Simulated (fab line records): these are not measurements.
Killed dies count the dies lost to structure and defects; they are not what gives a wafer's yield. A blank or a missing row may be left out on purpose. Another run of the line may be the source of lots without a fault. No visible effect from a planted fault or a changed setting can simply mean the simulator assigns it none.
Which tool is to blame? :: flow nand_harc :: 39 wafers from 13 lots sampled at 5 of the route's 1159 steps

## WHAT THE GAUGES SHOWED, per wafer
NHARC_END_SORT_01.
lot: L202
measured: day 20 20:01
on: prober-01
killed_at_array: 27 37 23
killed_at_other: 5 1 1
killed_at_periphery: 5 3 4
killed_dies: 37 41 28
killed_open: 0 5 1
killed_short: 1 2 4

lot: L206
measured: day 22 13:45
on: prober-02
killed_at_array: 30
killed_at_other: 2
killed_at_periphery: 4
killed_dies: 36
killed_open: 3
killed_short: 2

## TOOL THAT RAN EACH LOT (tool first, then ch and the chambers of the sampled wafers, then the start)
lot: L197
NHARC_A_CONTACT_ETCH_76: rie_diel-08 ch 0,1,2, day 16 17:57
NHARC_A_CONTACT_ETCH_125: har_cap_etch-01 ch 0,1, day 16 19:04
NHARC_A_CONTACT_ETCH_128: har_cap_etch-01 ch 0,1, day 16 19:29
NHARC_A_CONTACT_ETCH_131: har_cap_etch-01 ch 0,1, day 16 19:54

lot: L196
NHARC_A_CONTACT_ETCH_76: rie_diel-04 ch 1,2,3, day 16 18:20
NHARC_A_CONTACT_ETCH_125: har_cap_etch-02 ch 0,1, day 16 19:25
NHARC_A_CONTACT_ETCH_128: har_cap_etch-02 ch 0,1, day 16 19:50
NHARC_A_CONTACT_ETCH_131: har_cap_etch-02 ch 0,1, day 16 20:16

lot: L198
NHARC_A_CONTACT_ETCH_76: rie_diel-04 ch 0,3, day 17 03:27
NHARC_A_CONTACT_ETCH_125: har_cap_etch-02 ch 0,1, day 17 04:46
NHARC_A_CONTACT_ETCH_128: har_cap_etch-02 ch 0,1, day 17 05:11
NHARC_A_CONTACT_ETCH_131: har_cap_etch-02 ch 0,1, day 17 05:37

lot: L200
NHARC_A_CONTACT_ETCH_76: rie_diel-06 ch 1,2,3, day 17 10:06
NHARC_A_CONTACT_ETCH_125: har_cap_etch-02 ch 0,1, day 17 11:15
NHARC_A_CONTACT_ETCH_128: har_cap_etch-02 ch 0,1, day 17 11:40
NHARC_A_CONTACT_ETCH_131: har_cap_etch-02 ch 0,1, day 17 12:05

lot: L199
NHARC_A_CONTACT_ETCH_76: rie_diel-04 ch 0,1,2, day 17 13:46
NHARC_A_CONTACT_ETCH_125: har_cap_etch-01 ch 0,1, day 17 14:58
NHARC_A_CONTACT_ETCH_128: har_cap_etch-01 ch 0,1, day 17 15:23
NHARC_A_CONTACT_ETCH_131: har_cap_etch-01 ch 0,1, day 17 15:49

lot: L202
NHARC_A_CONTACT_ETCH_76: rie_diel-06 ch 0,2,3, day 18 06:31
NHARC_A_CONTACT_ETCH_125: har_cap_etch-01 ch 0,1, day 18 09:02
NHARC_A_CONTACT_ETCH_128: har_cap_etch-01 ch 0,1, day 18 09:28
NHARC_A_CONTACT_ETCH_131: har_cap_etch-01 ch 0,1, day 18 09:52

lot: L205
NHARC_A_CONTACT_ETCH_76: rie_diel-06 ch 0,1,3, day 18 23:56
NHARC_A_CONTACT_ETCH_125: har_cap_etch-01 ch 0,1, day 19 01:05
NHARC_A_CONTACT_ETCH_128: har_cap_etch-01 ch 0,1, day 19 01:31
NHARC_A_CONTACT_ETCH_131: har_cap_etch-01 ch 0,1, day 19 01:56

lot: L204
NHARC_A_CONTACT_ETCH_76: rie_diel-06 ch 1,2, day 19 01:25
NHARC_A_CONTACT_ETCH_125: har_cap_etch-03 ch 0,1, day 19 02:34
NHARC_A_CONTACT_ETCH_128: har_cap_etch-03 ch 0,1, day 19 02:59
NHARC_A_CONTACT_ETCH_131: har_cap_etch-03 ch 0,1, day 19 03:25

lot: L206
NHARC_A_CONTACT_ETCH_76: rie_diel-06 ch 0,1,2, day 20 00:26
NHARC_A_CONTACT_ETCH_125: har_cap_etch-01 ch 0,1, day 20 01:43
NHARC_A_CONTACT_ETCH_128: har_cap_etch-01 ch 0,1, day 20 02:08
NHARC_A_CONTACT_ETCH_131: har_cap_etch-01 ch 0,1, day 20 02:34

lot: L211
NHARC_A_CONTACT_ETCH_76: rie_diel-06 ch 2,3, day 20 13:31
NHARC_A_CONTACT_ETCH_125: har_cap_etch-03 ch 0, day 20 14:44
NHARC_A_CONTACT_ETCH_128: har_cap_etch-03 ch 0, day 20 15:17
NHARC_A_CONTACT_ETCH_131: har_cap_etch-03 ch 0, day 20 15:52

lot: L215
NHARC_A_CONTACT_ETCH_76: rie_diel-04 ch 0,1,2, day 21 15:08
NHARC_A_CONTACT_ETCH_125: har_cap_etch-02 ch 0,1, day 21 16:19
NHARC_A_CONTACT_ETCH_128: har_cap_etch-02 ch 0,1, day 21 16:44
NHARC_A_CONTACT_ETCH_131: har_cap_etch-02 ch 0,1, day 21 17:09

lot: L218
NHARC_A_CONTACT_ETCH_76: rie_diel-08 ch 0,2,3, day 22 07:05
NHARC_A_CONTACT_ETCH_125: har_cap_etch-02 ch 0,1, day 22 08:23
NHARC_A_CONTACT_ETCH_128: har_cap_etch-02 ch 0,1, day 22 08:49
NHARC_A_CONTACT_ETCH_131: har_cap_etch-02 ch 0,1, day 22 09:14

lot: L216
NHARC_A_CONTACT_ETCH_76: rie_diel-04 ch 0,2, day 22 22:43
NHARC_A_CONTACT_ETCH_125: har_cap_etch-03 ch 0,1, day 22 23:51
NHARC_A_CONTACT_ETCH_128: har_cap_etch-03 ch 0,1, day 23 00:17
NHARC_A_CONTACT_ETCH_131: har_cap_etch-03 ch 0,1, day 23 00:42
- NHARC_A_CONTACT_ETCH_76: etches the open film in N2/H2, target depth 260 nm, time 475.3 s.
- NHARC_A_CONTACT_ETCH_125: etches the open film in C4F8/O2/Ar, time 155 s, target depth 956 nm.
- NHARC_A_CONTACT_ETCH_128: etches the open film in C4F8/O2/Ar, time 155 s, target depth 956 nm.
- NHARC_A_CONTACT_ETCH_131: etches the open film in C4F8/O2/Ar, time 155 s, target depth 956 nm.

## AS READ BY THE TOOLS THEMSELVES (means over the sampled wafers that have a number; for cases with no such wafer, the mark the record gives instead)
NHARC_A_CONTACT_ETCH_76.
lot: L197
tool: rie_diel-08
drypump_motor_current_A (A): 5.8
oes_product_au (a.u.): 1.004
rf_fwd_power_W (W): 399.4
rf_vpp_V (V): 430
run_length_s (s): 496.7
showerhead_plenum_p_Torr (Torr): 2.04
throttle_valve_pct (%): 14.173

lot: L196
tool: rie_diel-04
drypump_motor_current_A (A): 5.7
oes_product_au (a.u.): 0.997
rf_fwd_power_W (W): 399.1
rf_vpp_V (V): 432
run_length_s (s): 496.5
showerhead_plenum_p_Torr (Torr): 2.10
throttle_valve_pct (%): 14.159

lot: L198
tool: rie_diel-04
drypump_motor_current_A (A): 5.8
oes_product_au (a.u.): 0.998
rf_fwd_power_W (W): 399.3
rf_vpp_V (V): 432
run_length_s (s): 496.6
showerhead_plenum_p_Torr (Torr): 2.09
throttle_valve_pct (%): 14.166

lot: L200
tool: rie_diel-06
drypump_motor_current_A (A): 5.9
oes_product_au (a.u.): 0.997
rf_fwd_power_W (W): 399.6
rf_vpp_V (V): 428
run_length_s (s): 496.1
showerhead_plenum_p_Torr (Torr): 1.97
throttle_valve_pct (%): 14.169

lot: L199
tool: rie_diel-04
drypump_motor_current_A (A): 5.6
oes_product_au (a.u.): 1.002
rf_fwd_power_W (W): 398.3
rf_vpp_V (V): 431
run_length_s (s): 496.4
showerhead_plenum_p_Torr (Torr): 2.09
throttle_valve_pct (%): 14.166

lot: L202
tool: rie_diel-06
drypump_motor_current_A (A): 5.7
oes_product_au (a.u.): 0.996
rf_fwd_power_W (W): 400.1
rf_vpp_V (V): 428
run_length_s (s): 496.1
showerhead_plenum_p_Torr (Torr): 1.96
throttle_valve_pct (%): 14.165

lot: L205
tool: rie_diel-06
drypump_motor_current_A (A): 5.9
oes_product_au (a.u.): 1.002
rf_fwd_power_W (W): 398.8
rf_vpp_V (V): 431
run_length_s (s): 496.2
showerhead_plenum_p_Torr (Torr): 2.07
throttle_valve_pct (%): 14.181

lot: L204
tool: rie_diel-06
drypump_motor_current_A (A): 6.1
oes_product_au (a.u.): 0.994
rf_fwd_power_W (W): 398.8
rf_vpp_V (V): 426
run_length_s (s): 496.1
showerhead_plenum_p_Torr (Torr): 1.90
throttle_valve_pct (%): 14.167

lot: L206
tool: rie_diel-06
drypump_motor_current_A (A): 5.8
oes_product_au (a.u.): 1.003
rf_fwd_power_W (W): 399.4
rf_vpp_V (V): 429
run_length_s (s): 495.9
showerhead_plenum_p_Torr (Torr): 2.00
throttle_valve_pct (%): 14.169

lot: L211
tool: rie_diel-06
drypump_motor_current_A (A): 5.7
oes_product_au (a.u.): 0.994
rf_fwd_power_W (W): 399.6
rf_vpp_V (V): 428
run_length_s (s): 496.3
showerhead_plenum_p_Torr (Torr): 1.96
throttle_valve_pct (%): 14.166

lot: L215
tool: rie_diel-04
drypump_motor_current_A (A): 5.6
oes_product_au (a.u.): 0.995
rf_fwd_power_W (W): 400.7
rf_vpp_V (V): 431
run_length_s (s): 463.0
showerhead_plenum_p_Torr (Torr): 2.08
throttle_valve_pct (%): 14.169

lot: L218
tool: rie_diel-08
drypump_motor_current_A (A): 5.8
oes_product_au (a.u.): 1.006
rf_fwd_power_W (W): 399.5
rf_vpp_V (V): 430
run_length_s (s): 496.7
showerhead_plenum_p_Torr (Torr): 2.02
throttle_valve_pct (%): 14.167

lot: L216
tool: rie_diel-04
drypump_motor_current_A (A): 5.7
oes_product_au (a.u.): 0.991
rf_fwd_power_W (W): 400.4
rf_vpp_V (V): 433
run_length_s (s): 463.1
showerhead_plenum_p_Torr (Torr): 2.10
throttle_valve_pct (%): 14.159

## THE ANSWER, worked out from the rows above alone
Rule: the usual values come from the lots themselves. The widest of any qualifying gaps counts: lots, ordered by their means at a reading, are off when they make up no more than a third of the lots, leave a main group of 4 or more, and stand apart from it by 3 or more times the standard deviation of that group's means. If all means in a main group match to the digits the tables above print for the reading, that group is not used. Also off: a lot with no number at a reading for which 4 or more lots have one. All remaining lots with rows at the step are treated as sound. After the gauges, taken in route order, come the tools' own readings; for these a lot's mean is taken, as printed above. At the first step where some lot is off, the reading lying furthest off is the one used; lots without a number count as furthest.
Off at NHARC_A_CONTACT_ETCH_76 (run_length_s): L215, L216. Main group: mean 496.3 s, sd 0.26.
A tool fits if, at that step or a process step before it, it ran every lot that is off, and no sound lot after the first of them. One fits: rie_diel-04 at NHARC_A_CONTACT_ETCH_76. A fault onset in the window from L199 (day 17 13:46, its last sound lot) to L215 (day 21 15:08, its first lot off) fits.
On the lots that are off, the tool's own readings at NHARC_A_CONTACT_ETCH_76 differ by more than 5 times the standard deviation of the sound lots' means, which bears it out; run_length_s reads 463.1 s there versus 496.3 s on the sound lots.

## WHAT WAS PUT IN BY THE SIMULATOR
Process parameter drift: rie_diel-04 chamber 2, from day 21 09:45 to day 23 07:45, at NHARC_A_CONTACT_ETCH_76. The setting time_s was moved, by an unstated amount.
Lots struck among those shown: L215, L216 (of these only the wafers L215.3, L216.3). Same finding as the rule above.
